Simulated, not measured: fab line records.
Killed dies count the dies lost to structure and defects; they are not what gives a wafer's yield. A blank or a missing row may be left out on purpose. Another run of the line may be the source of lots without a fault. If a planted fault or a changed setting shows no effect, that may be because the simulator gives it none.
Chamber matching ; flow n5-finfet ; N5_BEOL_M5_ILD_DEP_00 on pecvd-03 has 3 sister chambers
The step deposits SiCOH lowk from DEMS/porogen, target thk 140.64 nm, time 25.9 s. 6 wafers are shown with their chamber, then 7 later ones without.

== WAFERS PAIRED WITH THEIR CHAMBERS ==
wafer;chamber;throttle-valve-pct (%);showerhead-plenum-p-Torr (Torr)
L086.4;0;13.6;5.736
L090.2;1;14.6;5.744
L090.4;2;12.2;5.719
L090.5;1;14.8;5.751
L096.2;2;12.8;5.726
L096.3;0;13.8;5.736

== WAFERS MISSING THEIR CHAMBER ==
wafer;throttle-valve-pct (%);showerhead-plenum-p-Torr (Torr)
L096.4;12.4;5.703
L097.1;14.8;5.741
L097.2;12.2;5.722
L097.4;14.7;5.755
L095.2;13.7;5.740
L095.3;14.4;5.743
L095.5;12.5;5.703

== WHICH CHAMBER EACH ONE RAN IN ==
wafer;from the rows above;in truth
L096.4;2;2
L097.1;1;1
L097.2;2;2
L097.4;1;1
L095.2;0;0
L095.3;can't be placed: 1 or 0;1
L095.5;2;2
Correctly placed: 6 of 7. From these rows, 1 cannot be placed; in 1 the true chamber is one of the candidates. Wrongly placed: 0.
How it was worked out, from the rows above alone: a wafer's distance from a chamber is the root of the sum, over the readings, of the square of ((its reading less the chamber's mean) divided by the reading's scatter). The wafer belongs to the nearest chamber; if the next one is less than 2 further off, it can't be placed. A chamber's mean is the mean of its shown wafers. The scatter is the square root of a quotient: the sum, over the shown wafers, of each reading's squared deviation from its chamber's mean, divided by wafers minus chambers.
